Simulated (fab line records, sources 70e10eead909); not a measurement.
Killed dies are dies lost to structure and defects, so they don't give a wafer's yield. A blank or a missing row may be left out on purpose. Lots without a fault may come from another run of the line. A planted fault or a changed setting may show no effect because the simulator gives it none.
One fault seen from 3 desks | flow nand_harc | each desk has only its own numbers; what lay behind them comes last

THE TOOL OWNER'S DESK: furnace-03
The tool's own readings at NHARC_A_SOURCE_PLATE_OXIDE_02 (material SiO2, target thk 10 nm, ox time 1362 s): means of the sampled wafers that have a number, for each lot that ran on this tool. A lot is out of limits, marked OUT, if its mean lies more than 4 standard deviations from the usual mean; the brackets give that distance.
Columns: A = spike_tc_bottom_C at NHARC_A_SOURCE_PLATE_OXIDE_02, usual 915.1 C; B = zone_power_upper_pct at NHARC_A_SOURCE_PLATE_OXIDE_02, usual 17.4 %
lot  | first seen here | A     | B
L948 | day 7 09:11     | 912.0 | 17.1
L952 | day 9 05:10     | 913.3 | 17.0
L953 | day 9 05:10     | 914.2 | 17.0
L961 | day 13 03:59    | 913.4 | 17.1
L966 | day 15 00:29    | 914.3 | 17.1
L968 | day 15 17:55    | 914.2 | 17.2
L969 | day 16 01:05    | 913.4 | 17.1
This desk's finding: nothing out of limits on any of the 7 lots.

THE METROLOGY DESK
What the gauges read, lot by lot, whatever tool the lot ran on: means of the sampled wafers that have a number. A lot is out of limits, marked OUT, if its mean lies more than 4 standard deviations from the usual mean; the brackets give that distance.
Columns: A = thk_nm at NHARC_A_ONON_D1_THK_MEAS_05, usual 1000 nm
lot  | first seen here | A
L948 | day 8 03:31     | 1020
L950 | day 9 01:26     | 992
L953 | day 10 00:07    | 1017
L952 | day 10 00:08    | 1001
L961 | day 13 19:38    | 999
L963 | day 14 13:26    | 999
L965 | day 15 09:22    | 1005
L966 | day 15 18:44    | 995
L967 | day 16 01:11    | 1003
L968 | day 16 12:29    | 1007
L969 | day 16 22:08    | 980
L970 | day 17 09:10    | 1010
This desk's finding: nothing out of limits on any of the 12 lots.

THE DEFECT DESK
What the inspections along the route counted, lot by lot: means of the sampled wafers that have a number. A lot is out of limits, marked OUT, if its mean lies more than 4 standard deviations from the usual mean; the brackets give that distance.
Columns: A = raw_defect_count at NHARC_P_BONDPAD_INSPECT_23, usual 308; B = raw_defect_count at NHARC_A_SOURCE_PLATE_INSPECT_08, usual 60
lot  | first seen here | A   | B
L948 | day 7 03:17     | 317 | 63
L950 | day 8 01:08     | 551 | 42
L952 | day 8 23:45     | 361 | 821 (+30) OUT
L953 | day 9 00:38     | 333 | 852 (+32) OUT
L961 | day 12 20:50    | 236 | 48
L963 | day 13 10:24    | 348 | 78
L965 | day 14 08:38    | 252 | 79
L966 | day 14 18:56    | 274 | 71
L967 | day 15 00:35    | 361 | 81
L968 | day 15 12:20    | 244 | 30
L969 | day 15 19:41    | 273 | 83
L970 | day 16 08:01    | 291 | 112
This desk's finding: out of limits on L952, L953; first on L953, day 9 22:58 (raw_defect_count at NHARC_A_SOURCE_PLATE_INSPECT_08). In limits: L948, L950, L961, L963, L965, L966, L967, L968, L969, L970.

PUT TOGETHER
The defect desk could have raised an alarm at day 9 22:58, on L952, L953.
The tool owner's desk saw nothing out of limits.
The metrology desk saw nothing out of limits.
The tool owner's desk has L952, L953 on record, within its limits.
The metrology desk has L952, L953 on record, within its limits.
Of the lots named, all ran NHARC_A_SOURCE_PLATE_OXIDE_02 on furnace-03.

WHAT THE SIMULATOR HAD PUT IN
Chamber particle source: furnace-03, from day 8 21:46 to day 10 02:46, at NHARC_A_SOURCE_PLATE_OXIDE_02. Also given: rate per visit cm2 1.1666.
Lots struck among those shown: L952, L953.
Hours from the fault's start to each desk's first reading out of limits: the defect desk, 25.
